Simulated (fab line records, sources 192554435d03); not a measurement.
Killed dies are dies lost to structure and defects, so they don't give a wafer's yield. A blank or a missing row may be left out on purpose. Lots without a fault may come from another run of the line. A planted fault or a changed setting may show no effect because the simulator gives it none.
One fault seen from 2 desks | flow n5_finfet | each desk has only its own numbers; what lay behind them comes last

THE TOOL OWNER'S DESK: arfi_scanner-03
The tool's own readings at N5_SD_EPI_N_EXPOSE_06 (exposes mask SD N BLK, target cd 120 nm): means of the sampled wafers that have a number, for each lot that ran on this tool. A lot is out of limits, marked OUT, if its mean lies more than 4 standard deviations from the usual mean; the brackets give that distance.
Columns: A = exposure_dose_mJ_cm2 at N5_SD_EPI_N_EXPOSE_06, usual 39.74; B = focus_offset_nm at N5_SD_EPI_N_EXPOSE_06, usual 0.0 nm
lot  | first seen here | A               | B
L771 | day 5 07:55     | 42.58 (+71) OUT | -0.4
L772 | day 5 16:25     | 41.97 (+56) OUT | -0.1
This desk's finding: out of limits on L771, L772; first on L771, day 5 07:55 (exposure_dose_mJ_cm2 at N5_SD_EPI_N_EXPOSE_06). In limits: none.

THE METROLOGY DESK
What the gauges read, lot by lot, whatever tool the lot ran on: means of the sampled wafers that have a number. A lot is out of limits, marked OUT, if its mean lies more than 4 standard deviations from the usual mean; the brackets give that distance. Of its 11 readings 7 are shown: the one that was out of limits first, and those that lie furthest out on some lot.
Columns: A = cd_nm at N5_SD_EPI_N_CD_MEAS_09, usual 120.1 nm; B = DIBL_N at N5_BEOL_M4_RC_MEAS_101, usual 36.4 mV/V; C = IOFF_N at N5_BEOL_M4_RC_MEAS_101, usual 0.156 nA/um; D = ION_N at N5_BEOL_M4_RC_MEAS_101, usual 674 uA/um; E = SS_P at N5_BEOL_M4_RC_MEAS_101, usual 73.2 mV/dec; F = VT_N at N5_BEOL_M4_RC_MEAS_101, usual 250.0 mV; G = VT_P at N5_BEOL_M4_RC_MEAS_101, usual -250 mV
lot  | first seen here | A                | B    | C     | D   | E    | F     | G
L763 | day 3 08:36     | 120.2            | 36.2 | 0.155 | 679 | 72.9 | 249.9 | -246
L765 | day 3 19:12     | 119.0            | 36.3 | 0.171 | 672 | 74.1 | 247.6 | -253
L771 | day 5 08:02     | 124.5 (+7.3) OUT | 38.3 | 0.195 | 691 | 73.6 | 245.9 | -247
L772 | day 5 16:32     | 123.2 (+5.1) OUT | 36.2 | 0.157 | 680 | 73.8 | 248.8 | -251
L775 | day 6 05:28     | 120.5            | 37.1 | 0.145 | 672 | 73.2 | 250.7 | -259
L777 | day 6 18:59     | 120.7            | 36.3 | 0.147 | 670 | 73.5 | 252.0 | -254
L784 | day 8 14:35     | 119.9            | 36.5 | 0.162 | 665 | 73.7 | 249.9 | -252
L785 | day 8 17:29     | 119.6            | 35.3 | 0.146 | 678 | 73.3 | 249.4 | -254
This desk's finding: out of limits on L771, L772; first on L771, day 5 08:02 (cd_nm at N5_SD_EPI_N_CD_MEAS_09). In limits: L763, L765, L775, L777, L784, L785.

PUT TOGETHER
The tool owner's desk could have raised an alarm at day 5 07:55, on L771, L772.
The metrology desk could have raised an alarm at day 5 08:02, on L771, L772.
Of the lots named, all ran N5_SD_EPI_N_EXPOSE_06 on arfi_scanner-03.

WHAT THE SIMULATOR HAD PUT IN
Process parameter drift: arfi_scanner-03, from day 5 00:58 on, at N5_SD_EPI_N_EXPOSE_06. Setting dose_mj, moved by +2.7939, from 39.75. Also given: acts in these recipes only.
Lots struck among those shown: L771, L772.
Hours from the fault's start to each desk's first reading out of limits: the tool owner's desk, 7; the metrology desk, 7.
